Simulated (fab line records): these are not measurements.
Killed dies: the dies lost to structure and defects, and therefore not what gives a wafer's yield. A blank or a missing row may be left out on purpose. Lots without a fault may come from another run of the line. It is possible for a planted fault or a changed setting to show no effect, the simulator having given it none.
Comparing a struck lot with a sound one || flow n5-finfet || 42 steps out of a route of 1938
Sound: the wafers L316.2, L316.3, L316.4. Wafers L322.3, L322.6 were the ones struck. The cause comes at the end.
Per side, at each step with rows, come the tool, then ch with its chambers, and then its first start. Under that, the readings that differ: sound wafers || struck wafers || difference of the means || sigmas: that difference in standard deviations of wafers without a fault.
alike: a reading whose means differ by less than 2 such deviations, as well as words and numbers matching on both sides. not compared: withheld readings; readings where some wafer has no value; bounds like >300 that might hide an equal value; numbers whose values overlap and for which the record gives no deviation.
A row with sigmas, a row that says differs or no value, or rows on one side alone: a step with any of these is where the two part. When numbers do not overlap yet have no deviation, they are printed without sigmas and do not part them. Lack of a reading on every wafer of one side parts them only where that side has two or more wafers.

first, 4 steps without rows for these wafers: N5_BEOL_M1_STRIP_36 (strips in N2/H2); N5_BEOL_M1_TRENCH_ETCH_37 (etches SiOC in C4F6/O2, target depth 55.207 nm, time 29 s); N5_BEOL_M1_ETCH_41 (etches SiCN in CH3F/O2, target depth 31.9 nm, time 57.8 s); N5_BEOL_M1_STRIP_97 (strips in N2/H2, time 10 s).
N5_BEOL_M1_OCD_MEAS_38:
  sound on ocd-02 at day 7 15:44; struck on ocd-02 at day 9 07:14
  alike: trench-depth-nm
then, 4 steps without rows for these wafers: N5_BEOL_M1_HM_STRIP_39 (strips TiN in peroxide tin strip, target depth 25 nm, time 158 s); N5_BEOL_M1_SRD_40 (time 30 s); N5_BEOL_M1_PRECLEAN_42 (cleans in residue remover, time 60 s); N5_BEOL_M1_SRD_43 (time 30 s).
N5_BEOL_M1_CD_MEAS_35: target cd 18 nm, target cd y 21 nm.
  sound on cd-sem-02 at day 7 15:53; struck on cd-sem-01 at day 9 07:24
  alike: cd-nm
then, 2 steps without rows for these wafers: N5_BEOL_M1_DEGAS_44 (time 60 s); N5_BEOL_M1_PRE_CLEAN_45 (time 30 s).
N5_BEOL_M1_ALD_84: deposits TaN, pulse time 2 s, purge time 3 s, co reactant purge time 2 s.
  sound on ald-metal-04 ch 0,2,3, day 7 16:13; struck on ald-metal-04 ch 2,3, day 9 07:32
{"reading": "ald-cycles", "sound": "30 30 30", "struck": "22 22", "difference": -8, "sigmas": ""}
  alike: heater-power-w
  not compared: model.TaN_of_BEOL_M1_ALD_84.thk-nm
N5_BEOL_M1_SURFACE_TREAT_85:
  sound on pvd-sputter-02 at day 7 16:27; struck on pvd-sputter-03 at day 9 07:50
  not compared: throttle-valve-pct
then, 4 steps without rows for these wafers: N5_BEOL_M1_CVD_47 (deposits Co from CCTBA/H2, target thk 3 nm, time 223.8 s); N5_BEOL_M1_SPUTTER_48 (material Cu, target thk 4.5 nm, time 8.29 s); N5_BEOL_M1_ANNEAL_49 (time 240 s); N5_BEOL_M1_SPUTTER_79 (material Cu, target thk 4.5 nm, time 8.29 s).
N5_BEOL_M1_ANNEAL_80: time 240 s.
  sound on pvd-sputter-02 at day 7 16:59; struck on pvd-sputter-03 at day 9 08:22
  alike: heater-power-w
then, 8 steps without rows for these wafers: N5_BEOL_M1_SPUTTER_81 (material Cu, target thk 4.5 nm, time 8.29 s); N5_BEOL_M1_ANNEAL_82 (time 240 s); N5_BEOL_M1_SPUTTER_86 (material Cu, target thk 4.5 nm, time 8.29 s); N5_BEOL_M1_ANNEAL_87 (time 240 s); N5_BEOL_M1_SPUTTER_88 (material Cu, target thk 4.5 nm, time 8.29 s); N5_BEOL_M1_ANNEAL_89 (time 240 s); N5_BEOL_M1_SPUTTER_90 (material Cu, target thk 4.5 nm, time 8.29 s); N5_BEOL_M1_ANNEAL_91 (time 240 s).
N5_BEOL_M1_SPUTTER_92: material Cu, target thk 4.5 nm, time 8.29 s.
  sound on pvd-sputter-02 at day 7 18:00; struck on pvd-sputter-03 at day 9 09:23
  alike: chuck-gas-flow-sccm, throttle-valve-pct
N5_BEOL_M1_ANNEAL_93: time 240 s.
  sound on pvd-sputter-02 at day 7 18:05; struck on pvd-sputter-03 at day 9 09:28
  alike: heater-power-w
then, 7 steps without rows for these wafers: N5_BEOL_M1_SPUTTER_94 (material Cu, target thk 4.5 nm, time 8.29 s); N5_BEOL_M1_ANNEAL_95 (time 240 s); N5_BEOL_M1_SPUTTER_96 (material Cu, target thk 4.5 nm, time 8.29 s); N5_BEOL_M1_ECD_50 (material Cu, target thk 300 nm); N5_BEOL_M1_ANNEAL_51 (time 90 s); N5_BEOL_M1_CMP_52 (polishes, stops on SiOC, t overpolish 6.8 s, target thk 40 nm); N5_BEOL_M1_PRE_CLEAN_60 (time 15 s).
N5_BEOL_M1_CO_CAP_55: material Co, precursor CCTBA/H2, target thk 2 nm, time 102.1 s.
  sound on cvd-co-01 ch 0,2, day 7 19:19; struck on cvd-co-02 ch 0,1, day 9 10:41
  alike: heater-power-w
then, 2 steps without rows for these wafers: N5_BEOL_M1_PRE_CLEAN_56 (time 15 s); N5_BEOL_M1_DEP_57 (deposits SiCN from 3MS/NH3, target thk 8 nm, time 14 s).
N5_BEOL_M1_INSPECT_59: inspects for defects (darkfield).
  sound on defect-inspect-02 at day 7 19:32; struck on defect-inspect-01 at day 9 10:53
  alike: raw-defect-count
-- the record jumps here: 2 days lie between the struck wafers' starts before and after (it left off in module BEOL_M1 and takes up again in module BEOL_M4, whose first step shown is number 1111 of the route) --
N5_BEOL_M4_RC_MEAS_101:
  sound on prober-02 ch 0, day 10 23:16; struck on prober-01 ch 0, day 11 19:29
{"reading": "CHAIN_V0 (ohm/link)", "sound": "247 230 232", "struck": "185 176", "difference": -56, "sigmas": -4}
{"reading": "CHAIN_V0_max_site (ohm/link)", "sound": "253 243 237", "struck": "200 182", "difference": -53, "sigmas": -4}
{"reading": "COMB_M1 (S/m)", "sound": "5.8e-11 4.6e-11 4.9e-11", "struck": "1.3e-10 1.81e-10", "difference": "+1.0e-10", "sigmas": "+8"}
{"reading": "COMB_M1_max_site (S/m)", "sound": "8.3e-11 7.2e-11 7.7e-11", "struck": "1.89e-10 2.35e-10", "difference": "+1.35e-10", "sigmas": "+7"}
  alike: DIBL_N, DIBL_P, IOFF_N, IOFF_P, ION_N, ION_P, SS_N, SS_P, VT_N, VT_P
-- here the record skips 5 days between the struck wafers' starts before and after, leaving off in module BEOL_M4 and picking up in module PASSIVATION (first step shown: number 1936 of the route) --
N5_PASSIVATION_PROBE_49:
  rows exist in the record for the struck wafers here (prober-01, day 16 12:03), but not for the sound ones

## WHERE THEY PART
Earliest at N5_BEOL_M4_RC_MEAS_101; latest, in this record, at N5_PASSIVATION_PROBE_49.

WHY: what had been put in by the simulator
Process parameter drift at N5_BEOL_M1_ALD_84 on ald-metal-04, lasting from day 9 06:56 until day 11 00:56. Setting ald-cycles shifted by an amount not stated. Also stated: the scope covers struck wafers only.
